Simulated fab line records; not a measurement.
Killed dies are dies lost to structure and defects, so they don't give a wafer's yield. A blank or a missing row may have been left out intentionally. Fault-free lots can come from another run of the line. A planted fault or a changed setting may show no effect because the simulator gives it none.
Chamber matching | flow n5_finfet | 4 sister chambers for N5_STI_FIN_REVEAL_ALD_14 on ald_sin-02
The step deposits Si3N4, target thk 3 nm. 18 wafers are shown with their chamber, then 9 later ones without.

WAFERS WITH THEIR CHAMBER
wafer  | chamber | heater_power_w (W)
L079.1 | 1       | 791
L079.2 | 0       | 808
L079.5 | 0       | 817
L084.1 | 0       | 813
L084.5 | 0       | 830
L084.6 | 3       | 1001
L085.2 | 3       | 989
L085.3 | 1       | 765
L085.4 | 0       | 810
L086.1 | 3       | 1036
L086.5 | 2       | 865
L086.6 | 1       | 781
L087.2 | 3       | 1016
L087.4 | 2       | 855
L087.6 | 0       | 823
L092.2 | 2       | 860
L092.4 | 3       | 1010
L092.6 | 0       | 818

SIGNATURES (averages over the wafers above)
reading        | chamber 0 | chamber 1 | chamber 2 | chamber 3 | scatter within a chamber
heater_power_w | 817.00    | 779.00    | 860.00    | 1010.40   | 11.9
Rule: for a wafer and a chamber, the distance is found by dividing, reading by reading, the gap between the wafer's reading and the chamber's mean by the reading's scatter, squaring, summing and taking the root. If the next closest chamber is less than 2 further off than the closest, the wafer can't be placed; otherwise it belongs to the closest. How the scatter is found: for the shown wafers, subtract from each reading the mean of its chamber, square and add these, divide the total by (wafers less chambers), then take the root.

WAFERS MISSING THEIR CHAMBER
wafer  | heater_power_w (W)
L093.1 | 822
L093.2 | 770
L093.5 | 825
L095.1 | 833
L095.3 | 1003
L095.5 | 825
L096.1 | 837
L096.3 | 795
L096.5 | 1021

CHAMBER TAKEN BY EACH
wafer  | from the rows above     | in truth
L093.1 | 0                       | 0
L093.2 | 1                       | 1
L093.5 | 0                       | 0
L095.1 | can't be placed: 0 or 2 | 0
L095.3 | 3                       | 3
L095.5 | 0                       | 0
L096.1 | can't be placed: 0 or 2 | 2
L096.3 | can't be placed: 1 or 0 | 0
L096.5 | 3                       | 3
Correctly placed: 6 of 9. Not placeable from these rows: 3 (in 3, the candidates include the true chamber). 0 placed wrongly.
